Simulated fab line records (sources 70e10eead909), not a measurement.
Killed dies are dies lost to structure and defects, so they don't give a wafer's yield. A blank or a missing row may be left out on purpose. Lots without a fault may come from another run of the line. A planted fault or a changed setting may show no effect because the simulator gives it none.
8D (eight disciplines) problem report, filled in by code ; flow nandHarc ; the parts of the form that need people (team, actions taken, sign-off) are left out

== 1. WHAT IS WRONG ==
Mean of rawDefectCount at NHARC_A_CHANNEL_HOLE_D1_INSPECT_40: 519 across 4 wafers in 2 lots; on wafers with no fault it is 79 (standard deviation 29). Measured from the usual mean, that is +15 standard deviations.
First observed at day 12 03:08: wafer L966.4, on defectInspect-02. The record holds 31 wafers of 11 lots with a number at this step. The rule behind "out" and "out of limits": a value lying over 4 standard deviations away from the usual mean. Any other wafer with a number is counted as sound.

== 2. WHAT THIS IS AND IS NOT ==
question;is;is not
which readings at this step;rawDefectCount;-
which lots;L966, L968;L960, L962, L973, L975, L976, L977, L978, L981, L982
which wafers of those lots;all that have a number;-
read on which gauges;defectInspect-01, defectInspect-02;-
when;from day 12 03:08;"up to then (6 sound wafers); but 21 sound wafers of L973, L975, L976, L977, L978, L981, L982 came after"

== 3. SUSPECTS, AND WHAT RULES EACH OUT ==
Counting: any tool at a process step up to the reading is kept as a suspect provided that every lot that is out went through it and no sound lot did after the first of them.
- the gauge at NHARC_A_CHANNEL_HOLE_D1_INSPECT_40: ruled out. Those wafers that are out were read across 2 gauges (defectInspect-01, defectInspect-02).
- harEtch-02 at NHARC_A_CHANNEL_HOLE_D1_ETCH_21 (etches the open film in C4F8/O2/Ar, time 514.3 s, target depth 1600 nm): ruled out as a lasting fault. Following L966 (day 11 21:59), the first lot on it that is out, the sound lots L973, L976, L977, L978, L982 were run on it.
- harEtch-02 at NHARC_A_CHANNEL_HOLE_D1_ETCH_24 (etches the open film in C4F8/O2/Ar, time 906.2 s, target depth 1500 nm): ruled out as a lasting fault. Following L966 (day 11 23:47), the first lot on it that is out, the sound lots L973, L976, L977, L978, L982 were run on it.
- harEtch-02 at NHARC_A_CHANNEL_HOLE_D1_ETCH_25 (etches the open film in C4F8/O2/Ar, time 1040.2 s, target depth 1500 nm): ruled out as a lasting fault. Following L966 (day 12 00:35), the first lot on it that is out, the sound lots L973, L976, L977, L978, L982 were run on it.
Left after counting: nothing in the record.

== 4. THE CAUSE (what the simulator had put in) ==
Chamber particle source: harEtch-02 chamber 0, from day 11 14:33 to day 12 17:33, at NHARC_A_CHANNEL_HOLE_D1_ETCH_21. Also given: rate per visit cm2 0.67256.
It was ruled out by counting, in error; the rule expects a fault to strike all lots run on its tool from its start on, and this fault did not.

== 5. THE CHAIN OF EFFECTS, in route order ==
Each row: a reading where the mean over the struck wafers with a number is more than 3 standard deviations away from the usual. Only readings whose record carries a usual standard deviation are examined. hours: median over the lots of the time between each lot's start at the first step of this table that gives one and its start at this step. sigmas: the change, counted in usual standard deviations.
hours;step;reading;usual;on struck wafers;change;sigmas
0;NHARC_A_CHANNEL_HOLE_D1_INSPECT_40;rawDefectCount;79;519;+440;+15
377;NHARC_END_SORT_01;killedAtArray;55;124;+68;+4.0
377;NHARC_END_SORT_01;killedDies;59;130;+71;+4.0

== 6. WHAT WOULD HAVE CAUGHT IT SOONER ==
Counted from the fault's start at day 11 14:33, it took 13 hours until the first out-of-limits reading at a measuring or inspecting step in this record, taken at day 12 03:08.
Of the tool readings at NHARC_A_CHANNEL_HOLE_D1_ETCH_21 for which the record gives a usual standard deviation, none was out on any struck wafer, so an alarm limit of 4 standard deviations on them would not have fired.
